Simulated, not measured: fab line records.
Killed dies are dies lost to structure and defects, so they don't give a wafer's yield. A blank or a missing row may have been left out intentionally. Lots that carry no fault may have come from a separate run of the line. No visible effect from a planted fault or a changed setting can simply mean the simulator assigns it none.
Comparing a struck lot with a sound one | flow nand harc | 18 steps out of a route of 1302
Sound: the wafers L243.2, L243.5, L243.6. Wafers struck: L233.2, L233.3, L233.6. The cause comes at the end.
For every step that has rows: the tool of each side, followed by ch and its chambers, followed by its first start. Under that, the readings that differ: sound wafers | struck wafers | difference of the means | sigmas: that difference in standard deviations of wafers without a fault.
alike: same words and numbers on both sides, and readings whose means sit less than 2 such deviations apart. not compared: any withheld reading, any reading some wafer has no value for, any bound like >300 that may hide the same value, and any number with overlapping values for which the record gives no deviation.
The two part at a step that has a row with sigmas, a row that says differs or no value, or rows on one side only. Numbers that don't overlap but have no deviation are shown without sigmas and don't part them. A reading missing from all wafers of one side parts the sides only when that side holds two or more wafers.

NHARC_P_ZERO_WELL_CD_MEAS_24: the cd target is 720 nm.
  sound on cd sem-03 ch 0, day 6 22:27; struck on cd sem-01 ch 0, day 2 18:34
  alike: cd nm
then, 1 step without rows for these wafers: NHARC_P_ZERO_WELL_HARDBAKE_25 (time 80 s).
NHARC_P_ZERO_WELL_DESCUM_26: chemistry O2, time 3 s.
  sound on rie diel-05 ch 0,2,3, day 6 22:38; struck on rie diel-08 ch 0,3, day 2 18:44
  alike: drypump motor current A, oes product au, rf vpp V, showerhead plenum p Torr, throttle valve pct
  not compared: rf hours counter h
then, 9 steps without rows for these wafers: NHARC_P_ZERO_WELL_IMPLANT_27; NHARC_P_ZERO_WELL_IMPLANT_57; NHARC_P_ZERO_WELL_IMPLANT_58; NHARC_P_ZERO_WELL_STRIP_28 (strips in SPM, time 840 s); NHARC_P_ZERO_WELL_DEHYDRATE_29 (time 120 s); NHARC_P_ZERO_WELL_HMDS_30 (time 30 s); NHARC_P_ZERO_WELL_COAT_31; NHARC_P_ZERO_WELL_SOFTBAKE_32 (time 95 s); NHARC_P_ZERO_WELL_EBR_33.
NHARC_P_ZERO_WELL_EXPOSE_34: exposes mask P PWELL, target cd 720 nm.
  sound on krf scanner-02 ch 0, day 6 23:56; struck on krf scanner-03 ch 0, day 2 20:37
  reading | sound                         | struck                                 | difference | sigmas
  mask    | P_PWELL#0 P_PWELL#0 P_PWELL#0 | P_PWELL_R1#0 P_PWELL_R1#0 P_PWELL_R1#0 | differs    |
then, 2 steps without rows for these wafers: NHARC_P_ZERO_WELL_PEB_35 (peb time 85 s); NHARC_P_ZERO_WELL_DEVELOP_36 (time 70 s).
NHARC_P_ZERO_WELL_CD_MEAS_37: the cd target is 720 nm.
  sound on cd sem-02 ch 0, day 7 00:06; struck on cd sem-02 ch 0, day 2 20:46
  reading    | sound             | struck            | difference | sigmas
  cd nm (nm) | 720.6 720.9 721.0 | 762.3 764.0 764.0 | +42.6      | +30
then, 1 step without rows for these wafers: NHARC_P_ZERO_WELL_HARDBAKE_38 (time 80 s).
-- the record jumps here: 22 days lie between the struck wafers' starts before and after (it left off in module P_ZERO_WELL and takes up again in module END, whose first step shown is number 1302 of the route) --
NHARC_END_SORT_01:
  sound on prober-01 ch 0, day 29 22:50; struck on prober-01 ch 0, day 25 01:44
  alike: killed at array, killed at other, killed at periphery, killed dies, killed open, killed short

== WHERE THEY PART ==
Earliest at NHARC_P_ZERO_WELL_EXPOSE_34; latest, in this record, at NHARC_P_ZERO_WELL_CD_MEAS_37. Later steps at which nothing parts them and some readings are alike: NHARC_END_SORT_01.

WHY: what had been put in by the simulator
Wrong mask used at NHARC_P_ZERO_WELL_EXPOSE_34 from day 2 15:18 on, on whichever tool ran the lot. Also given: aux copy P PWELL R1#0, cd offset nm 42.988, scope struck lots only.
